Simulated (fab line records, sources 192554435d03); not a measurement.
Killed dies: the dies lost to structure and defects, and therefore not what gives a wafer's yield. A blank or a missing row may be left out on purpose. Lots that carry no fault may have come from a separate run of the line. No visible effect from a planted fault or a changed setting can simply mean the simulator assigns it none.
Problem report in the 8D (eight disciplines) form, filled by code :: flow n5 finfet :: the parts of the form that need people (team, actions taken, sign-off) are left out

## 1. WHAT WENT WRONG
exposure dose mJ cm2 at N5_BEOL_M5_EXPOSE_25 reads a mean of 51.54 on 6 wafers of 2 lots; wafers without a fault read 52.66 with a standard deviation of 0.078. Relative to the usual mean, that is a shift of -14 standard deviations.
The step: exposes mask V4, defocus 10 nm.
The first sign was on wafer L968.2 at day 11 12:20, on euv scanner-01. At this step, 29 wafers from 10 lots have a number in the record. The rule behind "out" and "out of limits": a value lying over 4 standard deviations away from the usual mean. The other wafers with a number count as sound.

## 2. WHAT IT IS, WHAT IT ISN'T
question: which readings at this step
is: exposure dose mJ cm2
is not: -

question: which lots
is: L968, L969
is not: L955, L956, L963, L967, L970, L971, L973, L976

question: which wafers of those lots
is: all that have a number
is not: -

question: read on which tools
is: euv scanner-01
is not: euv scanner-02

question: when
is: from day 11 12:20
is not: up to then (12 sound wafers); but 11 sound wafers of L970, L971, L973, L976 came after

## 3. WHAT RULES OUT EACH SUSPECT
Counting: a tool at any process step up to the reading remains a suspect when it ran all the lots that are out and ran no sound lot after the first of those.
- euv scanner-01 at N5_BEOL_M5_EXPOSE_25 (exposes mask V4, defocus 10 nm): kept. It ran every lot that is out, first L968 (day 11 12:20), and no sound lot after that; its last sound lot up to then is L963 (day 10 08:27). On those wafers its own readings are out: exposure dose mJ cm2.
Remaining after the count: euv scanner-01 at N5_BEOL_M5_EXPOSE_25.

## 4. THE CAUSE (what the simulator had put in)
Drift in process parameters on euv scanner-01 at N5_BEOL_M5_EXPOSE_25, starting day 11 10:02. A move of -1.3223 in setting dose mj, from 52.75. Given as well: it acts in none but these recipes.
Counting left only this tool.

## 5. THE EFFECT CHAIN, in route order
Each row: a reading whose mean over the struck wafers that have a number lies more than 3 standard deviations from the usual. Readings are gone through only where the record gives a usual standard deviation; hours: the median, over the lots, of the time from a lot's start at the first step in this table giving one to that lot's start at this step; sigmas: the change measured in usual standard deviations.
hours: 0
step: N5_BEOL_M5_EXPOSE_25
reading: exposure dose mJ cm2
usual: 52.66
on struck wafers: 51.54
change: -1.12
sigmas: -14
Process steps it contains:
- N5_BEOL_M5_EXPOSE_25: exposes mask V4, defocus 10 nm.

## 6. WHAT WOULD HAVE CAUGHT IT SOONER
2 hours passed between the start of the fault at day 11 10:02 and the first reading out of limits in this record, taken at day 11 12:20.
